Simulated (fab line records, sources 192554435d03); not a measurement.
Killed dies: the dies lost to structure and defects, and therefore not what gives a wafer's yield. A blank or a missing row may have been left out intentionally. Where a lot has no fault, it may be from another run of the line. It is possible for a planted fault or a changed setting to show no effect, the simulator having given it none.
Which tool was responsible? / flow n5_finfet / 36 wafers from 12 lots sampled at 2 of the route's 1938 steps

## WHAT THE GAUGES SHOWED, per wafer
N5_BEOL_M1_THK_MEAS_01.
lot=L075; measured=day 6 06:59; on=film_metro-02; M1_ILD_THK (nm)=78.8 78.3 79.5
lot=L076; measured=day 6 19:56; on=film_metro-02; M1_ILD_THK (nm)=78.3 80.6 81.0
lot=L079; measured=day 7 01:18; on=film_metro-02; M1_ILD_THK (nm)=79.6 78.2 80.2
lot=L081; measured=day 7 16:47; on=film_metro-02; M1_ILD_THK (nm)=77.7 78.3 79.5
lot=L083; measured=day 8 09:21; on=film_metro-01; M1_ILD_THK (nm)=78.8 77.5 80.0
lot=L084; measured=day 8 22:42; on=film_metro-02; M1_ILD_THK (nm)=79.2 81.1 81.3
lot=L086; measured=day 9 07:58; on=film_metro-01; M1_ILD_THK (nm)=77.4 79.2 78.6
lot=L089; measured=day 9 19:56; on=film_metro-02; M1_ILD_THK (nm)=78.6 78.0 79.3
lot=L091; measured=day 10 05:44; on=film_metro-01; M1_ILD_THK (nm)=80.3 80.5 80.8
lot=L093; measured=day 10 18:43; on=film_metro-02; M1_ILD_THK (nm)=78.4 79.6 79.1
lot=L095; measured=day 11 08:46; on=film_metro-02; M1_ILD_THK (nm)=77.7 78.8 80.7
lot=L097; measured=day 11 15:10; on=film_metro-01; M1_ILD_THK (nm)=78.8 79.9 80.3

## EACH LOT AND THE TOOL THAT RAN IT (in order: tool; ch and the chambers of the sampled wafers; start)
lot=L075; N5_BEOL_M0_CMP_120=cmp-02 ch 1,3, day 6 06:16
lot=L076; N5_BEOL_M0_CMP_120=cmp-03 ch 2,3, day 6 19:16
lot=L079; N5_BEOL_M0_CMP_120=cmp-01 ch 0,3, day 7 00:35
lot=L081; N5_BEOL_M0_CMP_120=cmp-02 ch 1,2,3, day 7 16:06
lot=L083; N5_BEOL_M0_CMP_120=cmp-03 ch 0,1, day 8 08:38
lot=L084; N5_BEOL_M0_CMP_120=cmp-02 ch 0,1,3, day 8 22:01
lot=L086; N5_BEOL_M0_CMP_120=cmp-03 ch 0,2,3, day 9 07:17
lot=L089; N5_BEOL_M0_CMP_120=cmp-02 ch 0,3, day 9 19:15
lot=L091; N5_BEOL_M0_CMP_120=cmp-02 ch 2,3, day 10 04:56
lot=L093; N5_BEOL_M0_CMP_120=cmp-03 ch 0,2,3, day 10 18:02
lot=L095; N5_BEOL_M0_CMP_120=cmp-03 ch 0,3, day 11 08:04
lot=L097; N5_BEOL_M0_CMP_120=cmp-01 ch 0,1, day 11 14:31
- N5_BEOL_M0_CMP_120: polishes, stops on SiOC, t overpolish 6.9 s.

## THE ANSWER, worked out from the rows above alone
Rule: the usual values come from the lots themselves. Put in order of their means at a reading, lots are off if they are a third of the lots or fewer, leave a main group of 4 or more, and stand apart from it by a gap of 3 or more times the standard deviation of the main group's means; of several such gaps the widest counts. If all means in a main group match to the digits the tables above print for the reading, that group is not used. Also off: a lot with no number at a reading for which 4 or more lots have one. Where the step has rows for the other lots, those lots are counted as sound.
Across all readings shown, no lot is off: no conclusion can be drawn from this.

## WHAT THE SIMULATOR HAD INSERTED
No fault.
